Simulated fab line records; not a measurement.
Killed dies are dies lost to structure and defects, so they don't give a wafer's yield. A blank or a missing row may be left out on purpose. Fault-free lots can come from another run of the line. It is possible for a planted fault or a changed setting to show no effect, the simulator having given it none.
Chamber matching -- flow n5 finfet -- N5_SDB_CMP_30 on cmp-03: 4 sister chambers
The step polishes, stops on poly-Si, t overpolish 1.54 s, target thk 30 nm. 4 wafers are shown with their chamber, then 10 later ones without.

== WAFERS PAIRED WITH THEIR CHAMBERS ==
wafer,chamber,motor current A (A)
L086.4,0,10.9
L087.2,3,14.1
L088.2,1,13.2
L088.3,2,11.9

== WAFERS MISSING THEIR CHAMBER ==
wafer,motor current A (A)
L088.5,14.0
L091.4,12.4
L091.5,11.8
L091.6,12.6
L092.1,11.3
L092.4,11.9
L092.6,10.8
L097.1,12.2
L097.4,13.8
L097.5,13.7

== CHAMBER TAKEN BY EACH ==
wafer,from the rows above,in truth
L088.5,3,3
L091.4,can't be placed: 2 or 1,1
L091.5,2,2
L091.6,can't be placed: 1 or 2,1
L092.1,can't be placed: 0 or 2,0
L092.4,2,2
L092.6,0,0
L097.1,2,2
L097.4,can't be placed: 3 or 1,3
L097.5,can't be placed: 3 or 1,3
5 of 10 placed correctly. Cannot be placed on the basis of these rows: 5; the candidates contain the true chamber in 5. Wrongly placed: 0.
How it was worked out, from the rows above alone: a wafer's distance from a chamber is the root of the sum, over the readings, of the square of ((its reading less the chamber's mean) divided by the reading's scatter). If the next closest chamber is less than 2 further off than the closest, the wafer can't be placed; otherwise it belongs to the closest. Each chamber's mean is taken over the wafers shown for it. The scatter (one wafer shown for each chamber): square how far every hidden wafer sits from the nearest shown wafer, average those squares and take the square root.
